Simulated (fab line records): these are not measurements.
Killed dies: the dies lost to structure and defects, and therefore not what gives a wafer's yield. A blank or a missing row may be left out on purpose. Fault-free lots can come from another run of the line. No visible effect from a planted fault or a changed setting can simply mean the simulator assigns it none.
Comparing a struck lot with a sound one -- flow nand-harc -- 30 steps out of a route of 1302
Sound: the wafers L844.2, L844.5, L844.6. Wafers L838.2, L838.3, L838.4 were the ones struck. The cause is named last.
Order at every step that has rows: each side's tool, ch and its chambers, its first start. Under that, the readings that differ: sound wafers -- struck wafers -- difference of the means -- sigmas: that difference in standard deviations of wafers without a fault.
alike: readings whose means differ by less than 2 such deviations, and words and numbers that are the same on both sides. not compared: withheld readings, readings that some wafer has no value for, bounds like >300 that may hide the same value, and numbers for which the record gives no deviation and whose values overlap.
The two part at a step that has a row with sigmas, a row that says differs or no value, or rows on one side only. Numbers that have no deviation but don't overlap get no sigmas and don't part them. A reading that every wafer of one side lacks parts them only if that side has two wafers or more.

first, 1 step without rows for these wafers: NHARC_A_CONTACT_ETCH_139 (etches the open film in C4F8/O2/Ar, time 195 s, target depth 840 nm).
NHARC_A_CONTACT_ETCH_92: etches the open film in CH3F/O2, target depth 40 nm, time 85.7 s.
  sound on rie-diel-04 ch 0,3, day 31 09:43; struck on rie-diel-08 ch 0,2,3, day 28 15:52
  alike: bias-w, drypump-motor-current-A, oes-product-au, rf-vpp-V, showerhead-plenum-p-Torr, throttle-valve-pct
  not compared: rf-hours-counter-h
NHARC_A_CONTACT_ETCH_98: etches the open film in C4F6/O2, target depth 20 nm, time 10 s.
  sound: rie-diel-04 ch 0,1; struck: rie-diel-08 ch 1,2,3
  alike: bias-w, drypump-motor-current-A, oes-product-au, rf-vpp-V, showerhead-plenum-p-Torr, throttle-valve-pct
  not compared: rf-hours-counter-h
NHARC_A_CONTACT_CD_MEAS_15:
  sound on cd-sem-03 at day 31 09:57; struck on cd-sem-02 at day 28 16:15
  alike: cd-nm
then, 3 steps without rows for these wafers: NHARC_A_CONTACT_STRIP_107 (strips in N2/H2); NHARC_A_CONTACT_STRIP_108 (strips in CF4/CHF3); NHARC_A_CONTACT_STRIP_109 (strips in O2/COS).
NHARC_A_CONTACT_ETCH_110: etches the open film in CF4/O2, target depth 60 nm, overetch 6 nm, time 33 s.
  sound on rie-diel-04 ch 0,1,3, day 31 10:14; struck on rie-diel-04 ch 0,1,3, day 28 16:35
  alike: bias-w, drypump-motor-current-A, oes-product-au, rf-vpp-V, showerhead-plenum-p-Torr, throttle-valve-pct
  not compared: rf-hours-counter-h
then, 2 steps without rows for these wafers: NHARC_A_CONTACT_STRIP_26 (strips in O2); NHARC_A_CONTACT_STRIP_27 (strips in post etch residue remover, time 600 s).
NHARC_A_CONTACT_ALD_18: deposits TiN, target thk 3 nm, pulse time 1 s, ald cycles 150.
  sound on ald-metal-04 ch 0,1, day 31 10:53; struck on ald-metal-03 ch 1,2,3, day 28 17:14
  alike: heater-power-outer-w, heater-power-w, precursor-pulse-height-rel
NHARC_A_CONTACT_CVD_19: deposits W, target thk 300 nm, time 802 s.
  sound: cvd-w-02 ch 0; struck: cvd-w-01 ch 0,1
  alike: heater-power-outer-w, heater-power-w, throttle-valve-pct
NHARC_A_CONTACT_CMP_20: polishes, t overpolish 30 s, target thk 300 nm.
  sound on cmp-02 ch 1,2, day 31 12:42; struck on cmp-03 ch 0,2,3, day 28 18:21
  alike: motor-current-A, overpolish-run-s, time-to-endpoint-s
after that, 1 step had no rows for these wafers: NHARC_A_CONTACT_SRD_22.
NHARC_A_CONTACT_INSPECT_23:
  sound on defect-inspect-02 at day 31 13:06; struck on defect-inspect-01 at day 28 18:44
reading,sound,struck,difference,sigmas
raw-defect-count,406 479 687,1078 1260 972,+579,+4
then, 10 steps without rows for these wafers: NHARC_A_BLC_DEHYDRATE_00 (time 120 s); NHARC_A_BLC_HMDS_01 (time 30 s); NHARC_A_BLC_COAT_02 (time 75 s); NHARC_A_BLC_COAT_03 (time 65 s); NHARC_A_BLC_COAT_04 (resist thk 90 nm); NHARC_A_BLC_SOFTBAKE_05 (time 55 s); NHARC_A_BLC_EBR_06; NHARC_A_BLC_EXPOSE_07 (exposes mask A BLC, target cd 100 nm); NHARC_A_BLC_PEB_08 (peb time 65 s); NHARC_A_BLC_DEVELOP_09 (develop time 35 s).
NHARC_A_BLC_CD_MEAS_10 targets a cd of 100 nm.
  sound on cd-sem-02 ch 0, day 31 13:29; struck on cd-sem-01 ch 0, day 28 19:07
  alike: cd-nm
NHARC_A_BLC_OVL_MEAS_11:
  sound on overlay-02 at day 31 13:34; struck on overlay-01 at day 28 19:12
reading,sound,struck,difference,sigmas
overlay-y-nm (nm),-0.3 0.0 0.1,-2.2 -1.7 -2.3,-2.0,-2
  alike: overlay-x-nm
NHARC_A_BLC_INSPECT_12:
  sound on defect-inspect-01 at day 31 13:36; struck on defect-inspect-01 at day 28 19:14
reading,sound,struck,difference,sigmas
raw-defect-count,91 93 89,515 543 575,+453,+13
then, 1 step without rows for these wafers: NHARC_A_BLC_DESCUM_15 (chemistry O2, time 3 s).
NHARC_END_SORT_01:
  the record has rows for the struck wafers here (prober-02 ch 0, day 30 14:47) and none for the sound ones

== WHERE THEY PART ==
First at NHARC_A_CONTACT_INSPECT_23; last, within this record, at NHARC_END_SORT_01.

WHY: the cause the simulator had injected
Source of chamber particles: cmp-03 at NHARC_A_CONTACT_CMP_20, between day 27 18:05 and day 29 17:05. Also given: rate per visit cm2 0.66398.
